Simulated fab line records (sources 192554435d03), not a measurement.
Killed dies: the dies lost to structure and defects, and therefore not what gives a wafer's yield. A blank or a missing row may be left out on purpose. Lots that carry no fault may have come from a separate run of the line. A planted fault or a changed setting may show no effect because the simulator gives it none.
fab line records	flow n5-finfet	part 2 of 2: steps 5 to 6 of 6
[record] lots = 19	wafers = 57	last-day = 17
route steps=1938 shown SD_EPI_N@279 SD_EPI_P@307 SDB@361
lots untouched by any fault: they come from a run of this same line in which no faults occurred
start-h: the number of hours between the record's first day and the start of the first shown wafer of the lot	wait-h: hours from the lot's prior step to this one	" unchanged from the row above	L1.1+2: a single row standing in for several wafers	- either no value or no given start	* or withheld: withheld	< > ~ a bound
route shown NAME@n: NAME is a module with steps in the file, n the number in the route of the first one	usual: mean/standard deviation of fault-free wafers	same: alike in all rows	chamber/n: place in a boat	sites: the reading at each site	_std_site: standard deviation of those values	_edge_site: the outer-site mean with the inner-site mean subtracted	radius-mm: how far each site lies from the wafer's centre	mask NAME#n: copy n	behind: the tool/chamber that last shaped the wafer	hold: why the lot went on hold/how many hours it stayed there/how the hold came to an end	device: whichever transistor did not switch (one of n, p or np)	end of line: the same wafers' tests at the end of the route	where a step has no rows: the recipe by itself	killed: dies that structure and defects cost at the first sort, which is not the same as the wafer's yield	map: a wafer's dies, x killed, . not, _ none there
set.NAME: the setting as run; set.NAME@STEP: as run at that earlier step	model.NAME: the simulator's own value behind a step, which no gauge read
route steps across a sampled set of lots; one table per step, one row per wafer
services: when a tool's chamber went out of use (start-h, in hours from the record's first day, below 0 if earlier), for how many hours, and the reason
[[steps]]
[step N5_SDB_ETCH_25]
[recipe] chemistry = C4F6/O2	target = SiO2	target-depth-a = 100	time-s = 3.3	ion-energy-ev = 250	mask-material = SiNx	pressure-mtorr = 30	source-w = 345	bias-w = 185	Ar_flow_sccm = 300	C4F6_flow_sccm = 10	O2_flow_sccm = 10
[usual] drypump-motor-current-A = 5.9/0.37	oes-product-au = 0.78/0.096	rf-vpp-V = 668/11	showerhead-plenum-p-Torr = 2.87/0.076	throttle-valve-pct = 21.26/0.24
lot.wafer	tool	chamber	start-h	wait-h	drypump-motor-current-A	oes-product-au	rf-hours-counter-h	rf-vpp-V	showerhead-plenum-p-Torr	throttle-valve-pct
L074.1	rie-diel-01	0	65.95	0.3	5.9	0.75	167	663	2.71	21.37
L074.2	"	2	"	"	6.4	0.71	211	685	2.94	21.18
L074.3	"	1	"	"	5.8	0.68	232	670	2.93	21.32
L075.2	rie-diel-04	2	73.75	1.3	5.4	0.69	202	661	2.95	21.43
L075.3	"	1	"	"	6.6	0.87	32	656	2.78	21.07
L075.6	"	2	"	"	5.4	0.69	-	664	2.95	21.42
L076.2	rie-diel-04	1	80.28	0.7	6.6	0.87	35	655	2.78	21.07
L076.5	"	3	"	"	5.2	0.73	-	669	2.82	21.53
L076.6	"	2	"	"	5.4	0.68	-	662	2.94	21.41
L078.2	rie-diel-01	1	87.58	0.0	5.8	0.68	241	669	2.92	21.34
L078.4	"	2	"	"	6.4	0.71	220	688	2.93	21.20
L078.6	"	0	"	"	5.9	0.73	-	660	2.71	21.38
L079.1	rie-diel-01	3	96.60	0.2	5.6	0.84	90	679	2.89	21.55
L079.2	"	1	"	"	5.8	0.68	244	670	2.92	21.34
L079.4	"	2	"	"	6.5	0.70	223	685	2.93	21.19
L080.2	rie-diel-04	2	101.77	0.0	5.4	0.67	214	662	2.94	21.43
L080.3	"	1	"	"	6.6	0.85	41	655	2.78	21.06
L080.6	"	2	"	"	5.4	0.68	-	662	2.94	21.43
L081.1	rie-diel-01	2	108.23	0.1	6.5	0.70	227	685	2.93	21.19
L081.3	"	3	"	"	5.6	0.83	94	679	2.89	21.54
L081.6	"	1	"	"	5.8	0.67	-	670	2.92	21.33
L082.2	rie-diel-01	2	117.41	0.0	6.5	0.70	229	685	2.93	21.20
L082.3	"	3	"	"	5.6	0.84	96	679	2.89	21.56
L082.6	"	3	"	"	5.6	0.84	-	680	2.89	21.57
L083.3	rie-diel-02	2	124.91	1.5	6.0	0.81	79	651	2.88	20.83
L083.4	"	0	"	"	5.9	0.77	142	662	2.84	21.28
L083.5	"	3	"	"	5.7	0.71	-	683	2.94	21.22
L084.1	rie-diel-02	0	127.02	0.6	5.9	0.76	143	660	2.84	21.27
L084.2	"	1	"	"	6.3	0.90	17	658	2.92	21.28
L084.4	"	2	"	"	6.0	0.81	79	652	2.88	20.82
L086.2	rie-diel-04	0	138.08	0.0	5.9	0.98	4	654	2.90	20.62
L086.3	"	3	"	"	5.2	0.72	218	669	2.81	21.57
L086.4	"	2	"	"	5.4	0.68	222	662	2.94	21.44
L085.1	rie-diel-01	3	141.37	0.0	5.6	0.81	111	679	2.88	21.58
L085.4	"	0	"	"	5.9	0.71	200	660	2.70	21.41
L085.5	"	2	"	"	6.4	0.70	-	686	2.92	21.23
L087.4	rie-diel-02	0	148.38	0.0	5.9	0.77	151	659	2.83	21.28
L087.5	"	3	"	"	5.6	0.71	-	683	2.94	21.21
L087.6	"	2	"	"	6.0	0.80	-	652	2.87	20.85
L088.2	rie-diel-04	1	149.45	0.1	6.5	0.85	52	656	2.77	21.11
L088.4	"	0	"	"	5.9	0.95	8	655	2.90	20.59
L088.6	"	3	"	"	5.2	0.71	-	668	2.81	21.56
L092.1	rie-diel-04	0	176.18	0.0	5.9	0.92	18	655	2.90	20.62
L092.2	"	1	"	"	6.6	0.83	62	654	2.77	21.10
L092.4	"	2	"	"	5.4	0.67	234	662	2.93	21.46
L093.1	rie-diel-02	3	181.52	0.0	5.6	0.70	218	684	2.93	21.23
L093.3	"	2	"	"	6.0	0.79	100	650	2.87	20.86
L093.4	"	3	"	"	5.6	0.70	-	682	2.93	21.24
L094.4	rie-diel-01	2	185.16	0.1	6.5	0.97	5	685	2.92	20.91
L094.5	"	0	"	"	5.9	0.71	-	660	2.69	21.43
L094.6	"	3	"	"	5.6	0.80	-	676	2.88	21.61
L095.2	rie-diel-01	3	194.52	0.0	5.6	0.80	132	678	2.87	21.62
L095.3	"	0	"	"	5.9	0.70	220	661	2.69	21.45
L095.5	"	1	"	"	5.8	0.95	-	670	2.91	21.10
L097.3	rie-diel-02	1	205.55	0.0	6.3	0.84	44	655	2.91	21.31
L097.4	"	0	"	"	5.9	0.74	171	659	2.83	21.29
L097.6	"	0	"	"	5.9	0.74	-	659	2.82	21.29
[step N5_SDB_CUT_ETCH_26]
[recipe] chemistry = HBr/Cl2/O2	target = Si	target-depth-a = 1296	bt-time-s = 20	mask-material = SiNx	time-s = 51.8	ion-energy-ev = *	bias-w = *	pressure-mtorr = 10	icp-w = 800	HBr_flow_sccm = 150	Cl2_flow_sccm = 80	O2_flow_sccm = 12
[usual] HBr_flow_sccm = 150.0/0.46	drypump-motor-current-A = 5.8/0.53	oes-product-au = 1.009/0.015	throttle-valve-pct = 37.1/0.44
lot.wafer	tool	chamber	start-h	wait-h	HBr_flow_sccm	drypump-motor-current-A	oes-product-au	rf-hours-counter-h	throttle-valve-pct
L074.1	rie-si-02	0	66.04	0.1	150.0	5.4	0.986	43	37.4
L074.2	"	1	"	"	149.5	5.0	0.996	47	36.9
L074.3	"	3	"	"	149.5	5.0	1.006	157	37.7
L075.2	rie-si-05	3	73.84	0.1	150.6	6.6	0.986	155	37.3
L075.3	"	2	"	"	150.7	6.1	1.025	9	37.4
L075.6	"	3	"	"	150.4	6.6	0.983	-	37.3
L076.2	rie-si-03	2	80.37	0.1	150.4	6.4	1.010	29	37.6
L076.5	"	0	"	"	149.4	5.4	1.037	-	36.9
L076.6	"	3	"	"	150.3	6.3	1.009	-	37.0
L078.2	rie-si-03	2	87.66	0.1	150.6	6.3	1.004	29	37.6
L078.4	"	1	"	"	150.5	6.0	1.007	131	37.3
L078.6	"	2	"	"	150.2	6.4	1.002	-	37.6
L079.1	rie-si-05	0	96.68	0.1	149.5	5.5	1.010	73	37.8
L079.2	"	1	"	"	150.1	5.6	1.007	184	36.7
L079.4	"	2	"	"	150.1	6.1	1.029	9	37.4
L080.2	rie-si-03	1	101.85	0.1	150.0	6.0	1.004	131	37.3
L080.3	"	0	"	"	150.3	5.4	1.038	7	37.0
L080.6	"	3	"	"	149.8	6.3	1.010	-	37.0
L081.1	rie-si-05	1	108.31	0.1	149.5	5.6	1.016	184	36.7
L081.3	"	0	"	"	149.8	5.5	0.999	73	37.7
L081.6	"	0	"	"	149.5	5.5	1.010	-	37.7
L082.2	rie-si-05	0	117.50	0.1	149.1	5.5	0.998	73	37.7
L082.3	"	1	"	"	150.1	5.6	1.009	185	36.7
L082.6	"	1	"	"	150.1	5.6	1.016	-	36.7
L083.3	rie-si-02	1	124.99	0.1	150.0	5.0	1.000	48	36.9
L083.4	"	2	"	"	149.5	6.2	1.024	63	36.1
L083.5	"	1	"	"	150.0	5.0	0.996	-	36.9
L084.1	rie-si-02	3	127.11	0.1	149.3	5.0	1.019	158	37.7
L084.2	"	1	"	"	150.4	5.0	0.988	48	36.9
L084.4	"	0	"	"	148.9	5.4	0.987	44	37.4
L086.2	rie-si-03	1	138.17	0.1	149.1	6.0	0.998	131	37.3
L086.3	"	2	"	"	150.6	6.4	1.002	30	37.6
L086.4	"	0	"	"	149.0	5.5	1.033	8	36.9
L085.1	rie-si-05	3	141.45	0.1	149.7	6.6	0.984	157	37.3
L085.4	"	0	"	"	150.8	5.5	1.005	74	37.8
L085.5	"	3	"	"	149.4	6.6	0.980	-	37.3
L087.4	rie-si-03	2	148.46	0.1	149.8	6.4	1.007	30	37.6
L087.5	"	2	"	"	150.2	6.4	1.007	-	37.6
L087.6	"	1	"	"	149.1	6.0	1.015	-	37.3
L088.2	rie-si-02	1	149.53	0.1	149.9	5.0	0.986	48	36.9
L088.4	"	2	"	"	149.9	6.2	1.025	64	36.2
L088.6	"	1	"	"	150.7	5.0	0.995	-	36.9
L092.1	rie-si-02	2	176.27	0.1	149.6	6.3	1.024	64	36.2
L092.2	"	3	"	"	150.2	5.0	1.014	159	37.7
L092.4	"	0	"	"	149.6	5.4	0.987	44	37.4
L093.1	rie-si-03	1	181.60	0.1	150.0	6.0	1.002	132	37.3
L093.3	"	0	"	"	150.1	5.4	1.023	9	36.9
L093.4	"	2	"	"	149.7	6.4	1.006	30	37.6
L094.4	rie-si-02	2	185.24	0.1	150.1	6.2	1.028	65	36.1
L094.5	"	2	"	"	150.9	6.2	1.030	-	36.1
L094.6	"	1	"	"	150.2	5.0	0.993	-	36.9
L095.2	rie-si-03	0	194.60	0.1	149.1	5.4	1.027	9	36.9
L095.3	"	1	"	"	149.5	6.0	1.012	133	37.3
L095.5	"	0	"	"	149.4	5.4	1.033	-	36.9
L097.3	rie-si-03	3	205.65	0.1	150.8	6.3	1.009	56	37.0
L097.4	"	1	"	"	149.8	6.0	1.010	133	37.3
L097.6	"	0	"	"	150.2	5.4	1.035	-	36.9
[[services]]
tool	chamber	start-h	hours	kind
rie-diel-02	2	28.82	5.0	repair
rie-diel-03	-	29.07	2.4	repair
rie-diel-03	2	33.91	5.2	repair
rie-si-02	-	35.56	14.6	pm
rie-diel-05	1	55.98	6.4	repair
rie-diel-05	0	58.55	9.7	repair
rie-diel-02	-	63.58	14.6	pm
rie-diel-01	-	72.88	0.5	repair
rie-diel-03	-	76.83	0.6	repair
rie-diel-06	2	78.81	9.3	repair
rie-diel-03	2	100.80	22.0	repair
rie-diel-06	1	113.13	2.7	repair
rie-diel-01	1	118.84	-	clean
rie-diel-01	1	118.84	-	consumable-replace:focus-ring
rie-diel-01	1	118.84	22.1	scheduled-down
rie-diel-01	1	118.84	22.1	vent-cycle
rie-diel-03	2	125.25	-	clean
rie-diel-03	2	125.25	-	consumable-replace:focus-ring
rie-diel-03	2	125.25	-	consumable-replace:showerhead
rie-diel-04	3	133.21	1.2	repair
rie-diel-05	2	147.57	7.4	repair
rie-diel-01	2	154.11	-	clean
rie-diel-01	2	154.11	-	consumable-replace:focus-ring
rie-si-03	-	165.91	1.0	repair
